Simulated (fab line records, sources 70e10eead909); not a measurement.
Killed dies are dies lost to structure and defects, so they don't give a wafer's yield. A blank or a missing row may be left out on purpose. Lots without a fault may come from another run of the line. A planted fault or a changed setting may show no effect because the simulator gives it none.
Tool commonality check | flow nand_harc | 2 lots, 6 wafers sampled

WHY IT WAS OPENED
At NHARC_END_SORT_01 the reading killed_dies is flagged on 2 of 2 lots. Wafers without a fault read 31, standard deviation 9.7.
Rule: a lot is flagged when every wafer of it that has a number lies more than 4 standard deviations from that mean, or none has a number. The other lots count as sound.

lot  | measured     | on        | killed_dies, wafer by wafer | flag
L698 | day 21 14:04 | prober-02 | 677 677 677                 | FLAGGED
L697 | day 21 14:51 | prober-01 | 677 677 677                 | FLAGGED
The numbers of the flagged lots are 677 on average: +646 against the usual, or +67 standard deviations.

WHICH TOOL RAN EACH LOT
The record holds 4 process steps before the reading, out of a route of 1159 steps. In each cell: the tool, then ch and the chambers that the sampled wafers went through, then the start.
lot  | flag    | NHARC_A_STAIRCASE_HM_DEP_456  | NHARC_A_STAIRCASE_DEP_301     | NHARC_A_STAIRCASE_DESCUM_312       | NHARC_A_STAIRCASE_HM_OPEN_463
L698 | FLAGGED | acl_dep-03 ch 0, day 13 18:07 | pecvd-04 ch 0,2, day 14 01:01 | rie_diel-08 ch 1,2,3, day 14 01:53 | rie_diel-08 ch 0,1,3, day 21 14:04 or earlier
L697 | FLAGGED | acl_dep-02 ch 0, day 13 10:26 | pecvd-03 ch 1,2, day 13 20:38 | rie_diel-11 ch 0,1,3, day 13 21:37 | rie_diel-11 ch 0,1,3, day 21 14:51 or earlier
What these steps do:
- NHARC_A_STAIRCASE_HM_DEP_456: deposits aC, target thk 1500 nm.
- NHARC_A_STAIRCASE_DEP_301: deposits SiON, target thk 30 nm.
- NHARC_A_STAIRCASE_DESCUM_312: chemistry O2, time 3 s.
- NHARC_A_STAIRCASE_HM_OPEN_463: chemistry O2/COS.
- NHARC_END_SORT_01

FLAGGED OVER TOTAL, TOOL BY TOOL (the gauges that took the reading come last)
step                          | tool        | lots run | flagged | share of the flagged lots | sound lots run after its first flagged lot
NHARC_A_STAIRCASE_HM_DEP_456  | acl_dep-02  | 1        | 1       | some                      | 0
NHARC_A_STAIRCASE_HM_DEP_456  | acl_dep-03  | 1        | 1       | some                      | 0
NHARC_A_STAIRCASE_DEP_301     | pecvd-03    | 1        | 1       | some                      | 0
NHARC_A_STAIRCASE_DEP_301     | pecvd-04    | 1        | 1       | some                      | 0
NHARC_A_STAIRCASE_DESCUM_312  | rie_diel-08 | 1        | 1       | some                      | 0
NHARC_A_STAIRCASE_DESCUM_312  | rie_diel-11 | 1        | 1       | some                      | 0
NHARC_A_STAIRCASE_HM_OPEN_463 | rie_diel-08 | 1        | 1       | some                      | 0
NHARC_A_STAIRCASE_HM_OPEN_463 | rie_diel-11 | 1        | 1       | some                      | 0
NHARC_END_SORT_01             | prober-01   | 1        | 1       | some                      | 0
NHARC_END_SORT_01             | prober-02   | 1        | 1       | some                      | 0
NHARC_A_STAIRCASE_HM_OPEN_463 gives no start for some lots, so the hours and the order of its lots are those of NHARC_END_SORT_01.

WHAT THE TABLE ALLOWS
No row of the table ran every flagged lot.

WHAT THE SIMULATOR HAD PUT IN
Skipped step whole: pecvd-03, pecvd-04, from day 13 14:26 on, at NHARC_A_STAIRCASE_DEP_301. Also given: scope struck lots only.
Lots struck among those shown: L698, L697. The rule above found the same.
